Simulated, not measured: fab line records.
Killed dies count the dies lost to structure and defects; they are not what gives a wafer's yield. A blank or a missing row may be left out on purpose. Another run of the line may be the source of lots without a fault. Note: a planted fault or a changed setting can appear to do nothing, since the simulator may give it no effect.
Chamber matching || flow n5_finfet || 4 sister chambers for N5_BEOL_M10_ETCH_61 on rie_diel-02
The step etches SiARC in CF4, target depth 39 nm, time 65 s. 24 wafers are shown with their chamber, then 12 later ones without.

== WAFERS WITH THEIR CHAMBER ==
{"wafer": "L074.2", "chamber": 2, "showerhead_plenum_p_Torr (Torr)": 2.14, "drypump_motor_current_A (A)": 5.0, "throttle_valve_pct (%)": 15.83}
{"wafer": "L074.3", "chamber": 0, "showerhead_plenum_p_Torr (Torr)": 2.18, "drypump_motor_current_A (A)": 5.3, "throttle_valve_pct (%)": 15.78}
{"wafer": "L074.4", "chamber": 1, "showerhead_plenum_p_Torr (Torr)": 2.21, "drypump_motor_current_A (A)": 5.5, "throttle_valve_pct (%)": 15.97}
{"wafer": "L077.2", "chamber": 3, "showerhead_plenum_p_Torr (Torr)": 2.24, "drypump_motor_current_A (A)": 5.7, "throttle_valve_pct (%)": 15.48}
{"wafer": "L077.5", "chamber": 3, "showerhead_plenum_p_Torr (Torr)": 2.24, "drypump_motor_current_A (A)": 5.7, "throttle_valve_pct (%)": 15.47}
{"wafer": "L077.6", "chamber": 0, "showerhead_plenum_p_Torr (Torr)": 2.18, "drypump_motor_current_A (A)": 5.3, "throttle_valve_pct (%)": 15.82}
{"wafer": "L080.1", "chamber": 3, "showerhead_plenum_p_Torr (Torr)": 2.24, "drypump_motor_current_A (A)": 5.8, "throttle_valve_pct (%)": 15.47}
{"wafer": "L080.4", "chamber": 1, "showerhead_plenum_p_Torr (Torr)": 2.21, "drypump_motor_current_A (A)": 5.6, "throttle_valve_pct (%)": 15.97}
{"wafer": "L080.5", "chamber": 2, "showerhead_plenum_p_Torr (Torr)": 2.14, "drypump_motor_current_A (A)": 5.0, "throttle_valve_pct (%)": 15.84}
{"wafer": "L079.3", "chamber": 2, "showerhead_plenum_p_Torr (Torr)": 2.14, "drypump_motor_current_A (A)": 5.0, "throttle_valve_pct (%)": 15.83}
{"wafer": "L079.5", "chamber": 1, "showerhead_plenum_p_Torr (Torr)": 2.21, "drypump_motor_current_A (A)": 5.6, "throttle_valve_pct (%)": 15.98}
{"wafer": "L079.6", "chamber": 0, "showerhead_plenum_p_Torr (Torr)": 2.18, "drypump_motor_current_A (A)": 5.3, "throttle_valve_pct (%)": 15.81}
{"wafer": "L078.1", "chamber": 3, "showerhead_plenum_p_Torr (Torr)": 2.24, "drypump_motor_current_A (A)": 5.7, "throttle_valve_pct (%)": 15.47}
{"wafer": "L078.3", "chamber": 2, "showerhead_plenum_p_Torr (Torr)": 2.14, "drypump_motor_current_A (A)": 5.0, "throttle_valve_pct (%)": 15.84}
{"wafer": "L078.6", "chamber": 0, "showerhead_plenum_p_Torr (Torr)": 2.18, "drypump_motor_current_A (A)": 5.3, "throttle_valve_pct (%)": 15.81}
{"wafer": "L084.3", "chamber": 1, "showerhead_plenum_p_Torr (Torr)": 2.21, "drypump_motor_current_A (A)": 5.5, "throttle_valve_pct (%)": 16.00}
{"wafer": "L084.4", "chamber": 3, "showerhead_plenum_p_Torr (Torr)": 2.23, "drypump_motor_current_A (A)": 5.8, "throttle_valve_pct (%)": 15.50}
{"wafer": "L084.5", "chamber": 1, "showerhead_plenum_p_Torr (Torr)": 2.21, "drypump_motor_current_A (A)": 5.6, "throttle_valve_pct (%)": 16.00}
{"wafer": "L085.2", "chamber": 3, "showerhead_plenum_p_Torr (Torr)": 2.23, "drypump_motor_current_A (A)": 5.7, "throttle_valve_pct (%)": 15.50}
{"wafer": "L085.3", "chamber": 1, "showerhead_plenum_p_Torr (Torr)": 2.21, "drypump_motor_current_A (A)": 5.6, "throttle_valve_pct (%)": 16.03}
{"wafer": "L085.6", "chamber": 0, "showerhead_plenum_p_Torr (Torr)": 2.18, "drypump_motor_current_A (A)": 5.3, "throttle_valve_pct (%)": 15.85}
{"wafer": "L088.1", "chamber": 0, "showerhead_plenum_p_Torr (Torr)": 2.17, "drypump_motor_current_A (A)": 5.3, "throttle_valve_pct (%)": 15.85}
{"wafer": "L088.2", "chamber": 1, "showerhead_plenum_p_Torr (Torr)": 2.20, "drypump_motor_current_A (A)": 5.5, "throttle_valve_pct (%)": 16.03}
{"wafer": "L088.4", "chamber": 3, "showerhead_plenum_p_Torr (Torr)": 2.23, "drypump_motor_current_A (A)": 5.8, "throttle_valve_pct (%)": 15.51}

SIGNATURES (means of the wafers above)
{"reading": "showerhead_plenum_p_Torr", "chamber 0": 2.1783, "chamber 1": 2.2086, "chamber 2": 2.1400, "chamber 3": 2.2357, "scatter within a chamber": 0.00413}
{"reading": "drypump_motor_current_A", "chamber 0": 5.300, "chamber 1": 5.557, "chamber 2": 5.000, "chamber 3": 5.743, "scatter within a chamber": 0.0414}
{"reading": "throttle_valve_pct", "chamber 0": 15.8200, "chamber 1": 15.9971, "chamber 2": 15.8350, "chamber 3": 15.4857, "scatter within a chamber": 0.0217}
Rule: for each reading, subtract the chamber's mean from the wafer's reading, divide by that reading's scatter and square the result; add these up over the readings and take the root, which gives the wafer's distance from the chamber. The wafer belongs to the nearest chamber; if the next one is less than 2 further off, it can't be placed. The scatter: take each reading less its chamber's mean, square it, sum over the shown wafers, divide by the number of wafers less the number of chambers, and take the root.

== WAFERS WITH NO CHAMBER GIVEN ==
{"wafer": "L091.1", "showerhead_plenum_p_Torr (Torr)": 2.13, "drypump_motor_current_A (A)": 5.0, "throttle_valve_pct (%)": 15.88}
{"wafer": "L091.3", "showerhead_plenum_p_Torr (Torr)": 2.23, "drypump_motor_current_A (A)": 5.7, "throttle_valve_pct (%)": 15.52}
{"wafer": "L091.4", "showerhead_plenum_p_Torr (Torr)": 2.20, "drypump_motor_current_A (A)": 5.5, "throttle_valve_pct (%)": 16.03}
{"wafer": "L092.2", "showerhead_plenum_p_Torr (Torr)": 2.23, "drypump_motor_current_A (A)": 5.8, "throttle_valve_pct (%)": 15.53}
{"wafer": "L092.4", "showerhead_plenum_p_Torr (Torr)": 2.17, "drypump_motor_current_A (A)": 5.3, "throttle_valve_pct (%)": 15.87}
{"wafer": "L092.6", "showerhead_plenum_p_Torr (Torr)": 2.17, "drypump_motor_current_A (A)": 5.3, "throttle_valve_pct (%)": 15.88}
{"wafer": "L093.1", "showerhead_plenum_p_Torr (Torr)": 2.17, "drypump_motor_current_A (A)": 5.3, "throttle_valve_pct (%)": 15.87}
{"wafer": "L093.5", "showerhead_plenum_p_Torr (Torr)": 2.13, "drypump_motor_current_A (A)": 5.0, "throttle_valve_pct (%)": 15.88}
{"wafer": "L093.6", "showerhead_plenum_p_Torr (Torr)": 2.23, "drypump_motor_current_A (A)": 5.8, "throttle_valve_pct (%)": 15.56}
{"wafer": "L096.2", "showerhead_plenum_p_Torr (Torr)": 2.17, "drypump_motor_current_A (A)": 5.3, "throttle_valve_pct (%)": 15.89}
{"wafer": "L096.3", "showerhead_plenum_p_Torr (Torr)": 2.22, "drypump_motor_current_A (A)": 5.7, "throttle_valve_pct (%)": 15.55}
{"wafer": "L096.4", "showerhead_plenum_p_Torr (Torr)": 2.20, "drypump_motor_current_A (A)": 5.5, "throttle_valve_pct (%)": 15.55}

== WHICH CHAMBER EACH WENT THROUGH ==
{"wafer": "L091.1", "from the rows above": 2, "in truth": 2}
{"wafer": "L091.3", "from the rows above": 3, "in truth": 3}
{"wafer": "L091.4", "from the rows above": 1, "in truth": 1}
{"wafer": "L092.2", "from the rows above": 3, "in truth": 3}
{"wafer": "L092.4", "from the rows above": 0, "in truth": 0}
{"wafer": "L092.6", "from the rows above": 0, "in truth": 0}
{"wafer": "L093.1", "from the rows above": 0, "in truth": 0}
{"wafer": "L093.5", "from the rows above": 2, "in truth": 2}
{"wafer": "L093.6", "from the rows above": 3, "in truth": 3}
{"wafer": "L096.2", "from the rows above": 0, "in truth": 0}
{"wafer": "L096.3", "from the rows above": 3, "in truth": 3}
{"wafer": "L096.4", "from the rows above": 3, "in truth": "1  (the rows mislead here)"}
Correct placement for 11 of the 12. Left unplaced by these rows: 0. Wrongly placed: 1.
